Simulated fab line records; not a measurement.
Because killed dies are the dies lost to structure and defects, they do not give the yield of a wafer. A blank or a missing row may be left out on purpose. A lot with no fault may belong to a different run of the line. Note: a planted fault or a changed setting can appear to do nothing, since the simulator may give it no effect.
Split-lot study | flow n5Finfet | 21 wafers read from 7 lots, route of 1938 steps

## ON THE SPLIT
At N5_BEOL_M0_SAQP_PECVD_96 (deposits a-Si from SiH4/He, target thk 45 nm, time 45.2 s), the setting timeS was moved away from the recipe's 45.2 s on 7 of the 21 wafers read, by -11.5% to -8.1%. The other wafers ran this setting at the recipe's value.

## FROM THE SPLIT TO THE READING: what the file shows between them, 8 steps
- N5_BEOL_M0_SAQP_PECVD_97: deposits SiNx from SiH4/NH3/N2, target thk 23 nm, time 19.9 s
- N5_BEOL_M0_SAQP_PECVD_04: deposits a-Si from SiH4/He, target thk 60 nm, time 60.2 s
- N5_BEOL_M0_SAQP_ETCH_101: etches SiNx in CH3F/O2, target depth 29.9 nm, time 42.7 s
- N5_BEOL_M0_SAQP_ETCH_102: etches SiO2 in CF4, target depth 4 nm, time 4.4 s
- N5_BEOL_M0_SAQP_MANDREL_ETCH_103: etches a-Si in HBr/Cl2, stops on SiCN, target depth 45 nm, bt time 10 s, time 27 s
- N5_BEOL_M0_SAQP_RECESS_104: chemistry HF/NH3, target SiO2, target depth 18 nm, afs cycles 3, sublimation time 60 s
- N5_BEOL_M0_SAQP_COAT_105: time 60 s, resist thk 100 nm
- N5_BEOL_M0_SAQP_ETCH_106: etches SOC in N2/H2, stops on SiNx, target depth 150 nm

## THE READING
a-Si_of_BEOL_M0_SAQP_PECVD_96.thkNm (the simulator's own value, which no gauge read), in nm, at N5_BEOL_M0_SAQP_ETCH_107 (etches SiNx in CH3F/O2, target depth 30 nm). There is no usual value for it anywhere in the file. Across the 14 wafers here that went through the recipe, the average is 44.5 nm and the standard deviation 0.81 nm.

wafer  | tool, chamber at the split | timeS as run, s | against the recipe | a-Si_of_BEOL_M0_SAQP_PECVD_96.thkNm, nm | against lot-mates on the recipe
L074.1 | pecvd-02, 1                | 45.2            | recipe             | 45                                      | -
L074.4 | pecvd-02, 0                | 45.2            | recipe             | 45.2                                    | -
L074.5 | pecvd-02, 1                | 45.2            | recipe             | 45.6                                    | -
L081.1 | pecvd-03, 1,0,0            | 45.2            | recipe             | 44.2                                    | -
L081.2 | pecvd-03, 1,0,0            | 45.2            | recipe             | 44.2                                    | -
L081.5 | pecvd-03, 1,0,0            | 45.2            | recipe             | 44.2                                    | -
L080.3 | pecvd-02, 0                | 45.2            | recipe             | 43.6                                    | -
L080.5 | pecvd-02, 0                | 41.52           | -8.1%              | 40.2                                    | -4.5
L080.6 | pecvd-02, 1                | 45.2            | recipe             | 45.8                                    | -
L083.1 | pecvd-04, 2                | 39.98           | -11.5%             | 38                                      | no lot-mate on the recipe
L083.2 | pecvd-04, 0,2              | 39.98           | -11.5%             | 39.2                                    | no lot-mate on the recipe
L083.6 | pecvd-04, 0,2              | 39.98           | -11.5%             | 39.2                                    | no lot-mate on the recipe
L084.3 | pecvd-03, 1                | 45.2            | recipe             | 43.6                                    | -
L084.4 | pecvd-03, 0                | 41.23           | -8.8%              | 40.6                                    | -3.7
L084.5 | pecvd-03, 1                | 45.2            | recipe             | 45                                      | -
L090.3 | pecvd-02, 0                | 41.22           | -8.8%              | 40.6                                    | -4.6
L090.4 | pecvd-02, 1                | 41.22           | -8.8%              | 41.8                                    | -3.4
L090.5 | pecvd-02, 2                | 45.2            | recipe             | 45.2                                    | -
L097.1 | pecvd-04, 2                | 45.2            | recipe             | 43                                      | -
L097.4 | pecvd-04, 0                | 45.2            | recipe             | 45                                      | -
L097.6 | pecvd-04, 2                | 45.2            | recipe             | 43.8                                    | -
Rows listing several chambers each stand for several wafers; the file does not say which wafer went through which chamber.

THE FIT
A straight line over all 21 wafers: a-Si_of_BEOL_M0_SAQP_PECVD_96.thkNm changes by +0.47 nm for each +1% of timeS; r = +0.94; the points scatter about the line by 0.82 nm.
The same after taking each lot's own level away (the mean of its wafers on the recipe; 18 wafers): +0.467 nm for each +1%; r = +0.94; scatter 0.66 nm.
Per that fit: largest timeS move, reading shift of 5.4 nm.
From 43.93 to 45.27 nm: that is the span of the lots' own levels, equal to 1.6 times the standard deviation above.
Consequently the slope shifts little with the lot-to-lot level, the two slopes agreeing.
Check: for one of the wafers moved furthest among these (-8.8%), held out of the fit, the line's prediction against its lot-mates is -3.95 nm. Against them it came out at -4.6 nm.

## THE WHOLE CHAIN: every reading that the file lists as answering this split, in the file's order
step                             | what it does                                                                       | reading                                                                              | change (the file's fit)               | r (the file's)
N5_BEOL_M0_SAQP_PECVD_96         | deposits a-Si from SiH4/He, target thk 45 nm, time 45.2 s                          | a-Si_of_BEOL_M0_SAQP_PECVD_96.thkNm (the simulator's own value, which no gauge read) | +0.476 nm for each +1% of the setting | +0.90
N5_BEOL_M0_SAQP_MANDREL_ETCH_103 | etches a-Si in HBr/Cl2, stops on SiCN, target depth 45 nm, bt time 10 s, time 27 s | etch.depthNm (the simulator's own value, which no gauge read)                        | +0.476 nm for each +1% of the setting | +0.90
N5_BEOL_M0_SAQP_ETCH_107         | etches SiNx in CH3F/O2, target depth 30 nm                                         | a-Si_of_BEOL_M0_SAQP_PECVD_96.thkNm (the simulator's own value, which no gauge read) | +0.472 nm for each +1% of the setting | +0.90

## FILE'S OWN FIT
a-Si_of_BEOL_M0_SAQP_PECVD_96.thkNm changes by +0.472 nm for each +1% of timeS, r = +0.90.
